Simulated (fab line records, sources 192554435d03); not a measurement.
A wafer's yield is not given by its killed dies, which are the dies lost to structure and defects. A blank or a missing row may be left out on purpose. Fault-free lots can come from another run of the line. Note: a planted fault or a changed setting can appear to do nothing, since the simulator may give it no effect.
fab line records    flow n5_finfet    part 1 of 2: steps 1 to 4 of 6
record: lots: 22  wafers: 66  last_day: 18
route steps=1938 shown BEOL_M2@859
lots that met no fault: taken from a fault-free run of the same line
start_h: start of the lot's first displayed wafer, in hours after the record's first day    wait_h: time in hours since the lot's previous step    " identical to the entry in the row above    L1.1+2: one row covering several wafers at once    - value missing, or start not given    * or withheld: withheld    < > ~ a bound
route shown NAME@n: a module of which the file shows steps, and the number in the route of the first    usual: average and standard deviation across the fault-free wafers    same: alike in all rows    chamber/n: place in a boat    sites: each site's reading    _std_site: how widely they spread, as a standard deviation    _edge_site: mean of outer sites minus mean of inner sites    radius_mm: how far each site lies from the wafer's centre    mask NAME#n: copy n    behind: the tool/chamber that last shaped the wafer    hold: the reason the lot was held/the length of the hold in hours/how it ended    device: which transistor (n, p or np) failed to switch    end of line: tests run on the same wafers once the route is complete    for a step that has no rows: nothing shown but its recipe    killed: count of dies lost to structure and defects at first sort (not the wafer's yield)    map: a wafer's dies, x killed, . not, _ none there
set.NAME: setting as actually run; set.NAME@STEP: the setting as run at that earlier step    model.NAME: the simulator's own value behind a step, which no gauge read
a sample of lots followed through the steps of the route, with each step as a table and each wafer as a row
services: from which hour (start_h, from the record's first day; less than 0 if before it) a tool's chamber was out of use, for how many hours, and why
== steps ==
step: N5_BEOL_M2_ETCH_63
recipe: chemistry: CF4  target: SiARC  target_depth_a: 156  mask_material: CAR-EUV  time_s: 26  ion_energy_ev: 80  pressure_mtorr: 40  source_w: 545  bias_w: 36  Ar_flow_sccm: 100  cf4_flow_sccm: 100  ends: cleared
usual: chamber_pressure_mTorr: 39.99/0.094  drypump_motor_current_A: 5.7/0.58  etch_rf_on_time_s: 25.7/0.61  oes_product_au: 0.70/0.072  rf_vpp_V: 183.6/1.2  showerhead_plenum_p_Torr: 2.11/0.059  throttle_valve_pct: 15.60/0.23
lot.wafer  tool         chamber  start_h  wait_h  chamber_pressure_mTorr  drypump_motor_current_A  etch_rf_on_time_s  oes_product_au  rf_hours_counter_h  rf_vpp_V  showerhead_plenum_p_Torr  throttle_valve_pct
L074.2     rie_diel-04  1        136.24   0.0     40.02                   6.1                      24.7               0.77            35                  182.9     2.10                      15.36
L074.3     "            0        "        "       39.98                   5.5                      26.3               0.64            130                 181.0     2.07                      15.62
L074.4     "            2        "        "       40.03                   5.8                      25.8               0.60            211                 183.9     2.13                      15.87
L075.1     rie_diel-04  2        141.02   0.0     39.96                   5.8                      26.0               0.61            212                 184.6     2.13                      15.90
L075.3     "            0        "        "       40.00                   5.5                      26.2               0.65            131                 182.6     2.07                      15.62
L075.5     "            3        "        "       39.97                   5.7                      25.5               0.75            -                   183.7     2.10                      15.75
L076.1     rie_diel-03  3        148.34   0.0     39.94                   6.5                      25.4               0.80            9                   184.6     2.28                      15.27
L076.2     "            0        "        "       39.99                   5.0                      26.1               0.77            28                  185.2     2.19                      15.66
L076.5     "            3        "        "       40.03                   6.5                      25.3               0.80            -                   187.4     2.28                      15.28
L077.1     rie_diel-03  1        154.83   0.0     40.01                   6.6                      26.2               0.58            220                 181.8     2.04                      15.88
L077.2     "            2        "        "       40.02                   4.8                      25.8               0.78            22                  183.7     2.10                      15.14
L077.3     "            0        "        "       40.02                   5.0                      25.9               0.77            30                  183.9     2.19                      15.68
L078.3     rie_diel-06  2        160.05   0.0     39.98                   5.4                      26.1               0.61            216                 182.4     2.04                      15.88
L078.5     "            3        "        "       40.02                   6.7                      26.4               0.84            -                   183.3     2.10                      15.49
L078.6     "            2        "        "       40.01                   5.4                      26.2               0.61            -                   183.0     2.04                      15.87
L080.2     rie_diel-06  0        170.65   0.0     39.98                   5.2                      26.4               0.71            60                  184.2     2.10                      15.60
L080.4     "            2        "        "       40.03                   5.3                      26.5               0.60            221                 183.1     2.04                      15.87
L080.5     "            3        "        "       40.00                   6.7                      26.6               0.82            -                   183.7     2.10                      15.50
L079.1     rie_diel-04  1        171.62   0.0     40.01                   6.1                      24.7               0.74            48                  183.6     2.09                      15.38
L079.4     "            3        "        "       39.99                   5.6                      25.4               0.73            63                  183.9     2.10                      15.78
L079.6     "            2        "        "       39.99                   5.8                      25.9               0.60            -                   185.5     2.13                      15.91
L081.1     rie_diel-04  3        179.54   0.0     39.97                   5.6                      25.3               0.72            65                  183.2     2.10                      15.79
L081.2     "            0        "        "       40.04                   5.5                      26.3               0.63            140                 183.3     2.06                      15.63
L081.3     "            2        "        "       40.03                   5.8                      26.1               0.59            228                 184.8     2.12                      15.91
L083.2     rie_diel-04  1        183.94   0.0     39.99                   6.1                      24.6               0.74            52                  182.0     2.09                      15.37
L083.5     "            0        "        "       40.02                   5.5                      26.2               0.63            -                   182.8     2.06                      15.64
L083.6     "            1        "        "       39.95                   6.1                      24.4               0.74            -                   183.4     2.09                      15.39
L082.1     rie_diel-03  0        184.34   0.0     40.00                   5.0                      26.1               0.76            40                  185.2     2.18                      15.68
L082.3     "            1        "        "       40.02                   6.6                      25.9               0.58            230                 183.2     2.03                      15.91
L082.6     "            1        "        "       39.98                   6.5                      26.0               0.58            -                   183.8     2.03                      15.90
L084.3     rie_diel-06  0        195.79   0.0     39.99                   5.2                      26.4               0.71            68                  182.3     2.10                      15.61
L084.5     "            0        "        "       40.03                   5.2                      26.2               0.71            -                   183.3     2.10                      15.63
L084.6     "            1        "        "       39.98                   4.8                      26.0               0.69            -                   183.9     2.07                      15.64
L085.1     rie_diel-04  0        200.56   0.0     40.01                   5.5                      26.3               0.63            146                 184.2     2.06                      15.64
L085.2     "            2        "        "       39.98                   5.9                      25.6               0.59            235                 185.9     2.12                      15.93
L085.5     "            1        "        "       39.98                   6.1                      24.6               0.74            -                   181.3     2.09                      15.39
L086.1     rie_diel-04  2        204.84   0.0     40.02                   5.8                      25.9               0.59            237                 184.5     2.12                      15.94
L086.3     "            1        "        "       39.93                   6.1                      24.8               0.72            59                  182.4     2.09                      15.38
L086.4     "            3        "        "       40.01                   5.6                      25.7               0.72            73                  181.0     2.10                      15.80
L087.2     rie_diel-04  0        208.45   0.0     40.04                   5.5                      26.1               0.63            149                 182.4     2.06                      15.66
L087.3     "            3        "        "       39.97                   5.6                      25.4               0.72            75                  184.1     2.10                      15.80
L087.4     "            1        "        "       40.00                   6.1                      24.7               0.73            60                  183.4     2.09                      15.38
L089.2     rie_diel-03  0        224.95   0.0     40.11                   5.0                      25.9               0.73            55                  185.0     2.18                      15.73
L089.3     "            2        "        "       39.96                   4.8                      25.4               0.75            48                  182.9     2.09                      15.20
L089.6     "            3        "        "       39.99                   6.5                      25.5               0.74            -                   184.1     2.27                      15.31
L090.1     rie_diel-06  0        228.85   0.0     40.00                   5.2                      26.4               0.70            79                  182.3     2.10                      15.64
L090.2     "            3        "        "       40.03                   6.7                      26.6               0.78            28                  183.9     2.09                      15.53
L090.3     "            2        "        "       39.99                   5.4                      26.9               0.60            240                 182.0     2.03                      15.88
L092.1     rie_diel-03  3        246.14   0.0     40.01                   6.5                      25.5               0.74            45                  185.2     2.26                      15.35
L092.4     "            3        "        "       39.96                   6.5                      25.8               0.73            -                   187.4     2.26                      15.34
L092.6     "            2        "        "       39.99                   4.8                      25.9               0.73            -                   183.1     2.09                      15.21
L093.1     rie_diel-03  3        261.38   0.0     40.00                   6.6                      25.4               0.73            53                  185.6     2.26                      15.36
L093.3     "            0        "        "       40.00                   5.0                      26.1               0.71            70                  185.7     2.17                      15.75
L093.5     "            0        "        "       39.96                   5.0                      26.0               0.71            -                   184.2     2.17                      15.75
L094.1     rie_diel-04  2        264.37   0.0     39.95                   5.8                      24.8               0.85            0                   184.4     2.12                      15.45
L094.2     "            1        "        "       39.98                   6.1                      24.9               0.71            82                  182.9     2.08                      15.44
L094.5     "            1        "        "       39.99                   6.1                      24.9               0.71            -                   182.7     2.08                      15.43
L095.2     rie_diel-04  0        264.67   0.0     40.01                   5.5                      26.4               0.62            167                 182.9     2.05                      15.68
L095.3     "            1        "        "       40.01                   6.1                      24.7               0.71            82                  184.7     2.08                      15.45
L095.5     "            1        "        "       39.93                   6.1                      24.8               0.71            -                   183.9     2.08                      15.44
L096.2     rie_diel-03  0        265.29   0.0     40.05                   5.0                      25.9               0.70            72                  184.4     2.17                      15.75
L096.4     "            0        "        "       40.01                   5.0                      26.1               0.71            -                   183.5     2.17                      15.77
L096.6     "            2        "        "       39.99                   4.8                      25.8               0.73            -                   183.8     2.08                      15.24
L097.2     rie_diel-04  1        273.73   0.0     40.01                   6.1                      24.8               0.71            87                  184.4     2.08                      15.43
L097.3     "            3        "        "       40.03                   5.7                      25.8               0.69            102                 183.8     2.09                      15.86
L097.6     "            0        "        "       39.95                   5.5                      26.4               0.61            -                   182.4     2.05                      15.70
step: N5_BEOL_M2_INSPECT_30
recipe: mode: adi  inspect_instrument: brightfield
usual: raw_defect_count: 423/100
lot.wafer  tool               chamber  start_h  wait_h  raw_defect_count
L074.2     defect_inspect-01  -        137.06   0.0     397
L074.3     "                  -        "        "       521
L074.4     "                  -        "        "       481
L075.1     defect_inspect-01  -        142.09   0.1     480
L075.3     "                  -        "        "       460
L075.5     "                  -        "        "       591
L076.1     defect_inspect-02  -        149.13   0.1     486
L076.2     "                  -        "        "       426
L076.5     "                  -        "        "       338
L077.1     defect_inspect-01  -        155.62   0.1     318
L077.2     "                  -        "        "       460
L077.3     "                  -        "        "       368
L078.3     defect_inspect-01  -        160.84   0.0     354
L078.5     "                  -        "        "       472
L078.6     "                  -        "        "       503
L080.2     defect_inspect-01  -        171.56   0.0     323
L080.4     "                  -        "        "       439
L080.5     "                  -        "        "       376
L079.1     defect_inspect-02  -        172.42   0.1     461
L079.4     "                  -        "        "       460
L079.6     "                  -        "        "       410
L081.1     defect_inspect-01  -        180.41   0.1     508
L081.2     "                  -        "        "       382
L081.3     "                  -        "        "       441
L083.2     defect_inspect-02  -        184.73   0.0     624
L083.5     "                  -        "        "       659
L083.6     "                  -        "        "       706
L082.1     defect_inspect-02  -        185.31   0.1     628
L082.3     "                  -        "        "       391
L082.6     "                  -        "        "       429
L084.3     defect_inspect-01  -        196.71   0.0     284
L084.5     "                  -        "        "       252
L084.6     "                  -        "        "       274
L085.1     defect_inspect-01  -        201.35   0.1     406
L085.2     "                  -        "        "       504
L085.5     "                  -        "        "       413
L086.1     defect_inspect-01  -        205.96   0.1     369
L086.3     "                  -        "        "       393
L086.4     "                  -        "        "       406
L087.2     defect_inspect-02  -        209.24   0.0     379
L087.3     "                  -        "        "       301
L087.4     "                  -        "        "       440
L089.2     defect_inspect-01  -        225.77   0.0     371
L089.3     "                  -        "        "       344
L089.6     "                  -        "        "       335
L090.1     defect_inspect-01  -        229.81   0.1     294
L090.2     "                  -        "        "       276
L090.3     "                  -        "        "       399
L092.1     defect_inspect-01  -        247.05   0.1     472
L092.4     "                  -        "        "       420
L092.6     "                  -        "        "       526
L093.1     defect_inspect-02  -        262.17   0.1     575
L093.3     "                  -        "        "       416
L093.5     "                  -        "        "       398
L094.1     defect_inspect-02  -        265.23   0.1     469
L094.2     "                  -        "        "       453
L094.5     "                  -        "        "       469
L095.2     defect_inspect-01  -        265.53   0.0     345
L095.3     "                  -        "        "       521
L095.5     "                  -        "        "       368
L096.2     defect_inspect-01  -        266.20   0.0     307
L096.4     "                  -        "        "       292
L096.6     "                  -        "        "       252
L097.2     defect_inspect-02  -        274.53   0.0     520
L097.3     "                  -        "        "       472
L097.6     "                  -        "        "       344
step: N5_BEOL_M2_ETCH_77
recipe: chemistry: N2/H2  target: underlayer  target_depth_a: 65  mask_material: CAR-EUV  time_s: 5.2  ion_energy_ev: 200  pressure_mtorr: 30  source_w: 840  bias_w: 150  n2_flow_sccm: 200  h2_flow_sccm: 200  ends: cleared
usual: chamber_pressure_mTorr: 30.00/0.041  drypump_motor_current_A: 5.7/0.65  etch_rf_on_time_s: 5.16/0.12  oes_product_au: 0.71/0.074  rf_vpp_V: 522.6/2.7  showerhead_plenum_p_Torr: 2.50/0.081  throttle_valve_pct: 17.86/0.25
lot.wafer  tool         chamber  start_h  wait_h  chamber_pressure_mTorr  drypump_motor_current_A  etch_rf_on_time_s  oes_product_au  rf_hours_counter_h  rf_vpp_V  showerhead_plenum_p_Torr  throttle_valve_pct
L074.2     rie_diel-03  2        137.34   0.0     30.05                   4.8                      5.08               0.82            16                  522.3     2.51                      17.55
L074.3     "            0        "        "       29.97                   5.0                      5.20               0.77            24                  526.4     2.59                      17.88
L074.4     "            1        "        "       30.04                   6.5                      5.24               0.60            213                 520.5     2.43                      18.30
L075.1     rie_diel-04  0        142.18   0.0     30.07                   5.5                      5.28               0.63            131                 520.1     2.45                      17.89
L075.3     "            3        "        "       30.06                   5.7                      4.99               0.75            51                  520.8     2.46                      17.91
L075.5     "            1        "        "       29.99                   6.1                      4.95               0.75            -                   522.0     2.49                      17.56
L076.1     rie_diel-03  2        149.20   0.0     30.02                   4.8                      5.09               0.80            19                  522.9     2.51                      17.57
L076.2     "            3        "        "       29.93                   6.5                      5.04               0.81            9                   529.5     2.70                      17.43
L076.5     "            0        "        "       29.93                   5.0                      5.19               0.76            -                   525.8     2.59                      17.88
L077.1     rie_diel-03  1        155.69   0.0     30.06                   6.6                      5.27               0.59            220                 520.9     2.42                      18.31
L077.2     "            2        "        "       29.97                   4.8                      5.19               0.77            22                  521.4     2.51                      17.60
L077.3     "            3        "        "       29.98                   6.5                      5.00               0.79            12                  527.9     2.70                      17.43
L078.3     rie_diel-03  0        161.01   0.0     30.00                   5.0                      5.19               0.76            32                  524.2     2.59                      17.91
L078.5     "            0        "        "       30.05                   5.0                      5.19               0.76            -                   525.8     2.59                      17.90
L078.6     "            3        "        "       29.99                   6.5                      5.01               0.80            -                   526.5     2.69                      17.47
L080.2     rie_diel-03  2        171.63   0.0     30.03                   4.8                      5.12               0.77            28                  521.9     2.51                      17.59
L080.4     "            1        "        "       29.99                   6.6                      5.15               0.58            226                 521.7     2.42                      18.31
L080.5     "            2        "        "       30.03                   4.8                      5.13               0.78            -                   523.0     2.51                      17.58
L079.1     rie_diel-03  0        172.51   0.0     30.01                   5.0                      5.25               0.76            36                  524.3     2.59                      17.91
L079.4     "            1        "        "       30.05                   6.6                      5.18               0.59            226                 520.1     2.42                      18.32
L079.6     "            1        "        "       30.04                   6.6                      5.19               0.59            -                   520.6     2.42                      18.28
L081.1     rie_diel-06  3        180.47   0.0     29.98                   6.7                      5.34               0.81            12                  521.9     2.49                      17.74
L081.2     "            2        "        "       30.02                   5.4                      5.31               0.61            225                 521.3     2.42                      18.26
L081.3     "            0        "        "       30.03                   5.2                      5.25               0.71            63                  520.8     2.48                      17.94
L083.2     rie_diel-03  1        184.90   0.0     29.93                   6.6                      5.13               0.58            231                 521.8     2.42                      18.35
L083.5     "            0        "        "       29.96                   5.0                      5.17               0.75            -                   525.3     2.59                      17.92
L083.6     "            3        "        "       29.98                   6.5                      5.04               0.78            -                   529.5     2.69                      17.45
L082.1     rie_diel-04  3        185.38   0.0     29.96                   5.7                      5.06               0.73            67                  523.3     2.46                      17.95
L082.3     "            2        "        "       30.01                   5.9                      5.18               0.59            230                 522.9     2.51                      18.12
L082.6     "            0        "        "       29.96                   5.5                      5.30               0.63            -                   521.8     2.44                      17.89
L084.3     rie_diel-04  0        196.78   0.0     30.06                   5.5                      5.34               0.63            145                 521.1     2.44                      17.88
L084.5     "            3        "        "       29.93                   5.7                      5.10               0.73            -                   520.2     2.46                      17.97
L084.6     "            2        "        "       30.06                   5.8                      5.17               0.59            -                   524.7     2.51                      18.13
L085.1     rie_diel-06  2        201.42   0.0     29.99                   5.4                      5.34               0.59            231                 518.3     2.42                      18.25
L085.2     "            1        "        "       29.97                   4.9                      5.12               0.69            102                 520.8     2.47                      17.91
L085.5     "            0        "        "       30.03                   5.2                      5.24               0.72            -                   522.1     2.48                      17.95
L086.1     rie_diel-04  0        206.08   0.0     30.04                   5.5                      5.25               0.62            147                 520.9     2.44                      17.90
L086.3     "            2        "        "       29.97                   5.9                      5.06               0.59            237                 522.8     2.51                      18.15
L086.4     "            3        "        "       30.04                   5.7                      5.06               0.73            74                  522.2     2.46                      17.96
L087.2     rie_diel-06  2        209.60   0.0     30.02                   5.3                      5.38               0.59            235                 521.8     2.41                      18.23
L087.3     "            0        "        "       30.00                   5.2                      5.28               0.70            73                  521.6     2.47                      17.93
L087.4     "            1        "        "       29.98                   4.8                      5.12               0.70            105                 520.1     2.47                      17.92
L089.2     rie_diel-03  3        225.86   0.0     29.99                   6.5                      5.09               0.75            38                  527.9     2.68                      17.48
L089.3     "            2        "        "       29.95                   4.8                      5.10               0.75            48                  522.3     2.50                      17.61
L089.6     "            1        "        "       29.95                   6.6                      5.20               0.57            -                   518.2     2.41                      18.33
L090.1     rie_diel-04  2        229.93   0.0     30.00                   5.8                      5.21               0.58            247                 523.0     2.50                      18.18
L090.2     "            1        "        "       30.02                   6.2                      5.05               0.72            69                  521.7     2.48                      17.62
L090.3     "            3        "        "       30.07                   5.7                      5.13               0.70            84                  520.9     2.45                      17.97
L092.1     rie_diel-04  1        247.12   0.0     30.00                   6.1                      4.99               0.71            75                  520.2     2.47                      17.65
L092.4     "            3        "        "       29.99                   5.7                      5.08               0.71            -                   522.4     2.45                      17.99
L092.6     "            0        "        "       30.02                   5.5                      5.32               0.62            -                   520.7     2.43                      17.92
L093.1     rie_diel-03  2        262.42   0.0     29.98                   4.8                      5.09               0.73            63                  523.3     2.49                      17.64
L093.3     "            0        "        "       30.01                   5.0                      5.20               0.72            71                  525.7     2.57                      17.95
L093.5     "            0        "        "       29.98                   5.0                      5.20               0.71            -                   524.1     2.57                      17.98
L094.1     rie_diel-04  2        265.30   0.0     29.99                   5.9                      4.93               0.85            0                   519.4     2.50                      17.71
L094.2     "            3        "        "       29.95                   5.7                      5.12               0.69            98                  522.5     2.45                      18.00
L094.5     "            1        "        "       29.94                   6.1                      4.98               0.71            -                   520.6     2.47                      17.66
L095.2     rie_diel-06  0        265.60   0.0     30.02                   5.2                      5.20               0.69            90                  520.0     2.47                      17.96
L095.3     "            3        "        "       29.99                   6.6                      5.31               0.75            38                  520.5     2.48                      17.80
L095.5     "            0        "        "       30.03                   5.2                      5.20               0.69            -                   522.5     2.47                      17.98
L096.2     rie_diel-04  0        266.27   0.0     29.99                   5.5                      5.39               0.62            167                 522.1     2.43                      17.93
L096.4     "            2        "        "       29.98                   5.9                      5.03               0.85            0                   522.9     2.50                      17.70
L096.6     "            2        "        "       29.98                   5.9                      4.96               0.86            -                   521.3     2.50                      17.70
L097.2     rie_diel-06  0        274.59   0.0     30.05                   5.2                      5.26               0.68            94                  521.7     2.47                      17.97
L097.3     "            1        "        "       29.96                   4.9                      5.21               0.68            126                 519.5     2.46                      17.95
L097.6     "            1        "        "       29.99                   4.8                      5.23               0.66            -                   521.7     2.46                      17.97
step: N5_BEOL_M2_ALD_98
recipe: material: SiO2  target_thk_a: 25  temp_c: 100  ald_precursor_family: BDEAS  ald_co_reactant: O2-plasma  pulse_time_s: 1  co_reactant_pulse_time_s: 1  purge_time_s: 2  co_reactant_purge_time_s: 2  ald_cycles: 17  pressure_torr: 2
usual: heater_power_w: 78/8.2  precursor_pulse_height_rel: 1.000/0.022
same: ald_cycles: 17
lot.wafer  tool        chamber  start_h  wait_h  heater_power_w  precursor_pulse_height_rel
L074.2     ald_sin-01  0        137.46   0.1     79              1.007
L074.3     "           1        "        "       70              0.932
L074.4     "           3        "        "       87              0.979
L075.1     ald_sin-03  2        142.28   0.1     89              1.003
L075.3     "           3        "        "       72              0.987
L075.5     "           2        "        "       88              1.001
L076.1     ald_sin-03  3        149.56   0.3     75              1.040
L076.2     "           2        "        "       89              0.990
L076.5     "           0        "        "       67              0.980
L077.1     ald_sin-04  2        155.79   0.1     80              0.998
L077.2     "           0        "        "       64              1.003
L077.3     "           3        "        "       85              0.951
L078.3     ald_sin-04  1        161.39   0.3     82              0.950
L078.5     "           3        "        "       88              1.025
L078.6     "           0        "        "       63              0.982
L080.2     ald_sin-04  0        171.73   0.1     63              1.020
L080.4     "           1        "        "       84              1.008
L080.5     "           2        "        "       80              1.007
L079.1     ald_sin-01  2        172.61   0.1     79              1.006
L079.4     "           3        "        "       83              1.035
L079.6     "           3        "        "       86              0.966
L081.1     ald_sin-04  3        180.87   0.4     86              1.010
L081.2     "           1        "        "       83              0.989
L081.3     "           0        "        "       63              0.996
L083.2     ald_sin-03  0        185.00   0.1     67              1.003
L083.5     "           1        "        "       87              0.989
L083.6     "           2        "        "       89              1.006
L082.1     ald_sin-03  3        185.48   0.1     73              1.002
L082.3     "           1        "        "       82              1.000
L082.6     "           3        "        "       72              0.994
L084.3     ald_sin-03  0        197.15   0.3     67              0.969
L084.5     "           2        "        "       90              0.989
L084.6     "           1        "        "       83              0.999
L085.1     ald_sin-04  1        201.54   0.1     83              1.022
L085.2     "           2        "        "       78              0.982
L085.5     "           1        "        "       83              1.029
L086.1     ald_sin-03  1        206.18   0.1     83              0.983
L086.3     "           0        "        "       69              0.986
L086.4     "           0        "        "       68              1.046
L087.2     ald_sin-01  3        209.70   0.1     87              1.004
L087.3     "           0        "        "       78              0.994
L087.4     "           2        "        "       79              1.034
L089.2     ald_sin-03  2        225.96   0.1     89              0.958
L089.3     "           0        "        "       67              1.023
L089.6     "           0        "        "       67              0.969
L090.1     ald_sin-03  3        230.03   0.1     71              0.964
L090.2     "           1        "        "       83              0.987
L090.3     "           0        "        "       68              0.976
L092.1     ald_sin-01  1        247.22   0.1     70              1.008
L092.4     "           2        "        "       82              0.992
L092.6     "           2        "        "       80              1.027
L093.1     ald_sin-04  2        262.52   0.1     77              0.956
L093.3     "           0        "        "       61              1.027
L093.5     "           1        "        "       83              1.023
L094.1     ald_sin-03  1        265.89   0.6     81              1.030
L094.2     "           3        "        "       74              1.018
L094.5     "           0        "        "       67              0.977
L095.2     ald_sin-03  1        265.99   0.3     83              1.006
L095.3     "           2        "        "       91              0.983
L095.5     "           0        "        "       68              0.984
L096.2     ald_sin-03  3        266.37   0.1     75              1.008
L096.4     "           2        "        "       90              0.986
L096.6     "           3        "        "       73              1.027
L097.2     ald_sin-04  0        274.95   0.3     62              1.036
L097.3     "           3        "        "       86              1.008
L097.6     "           2        "        "       81              1.019
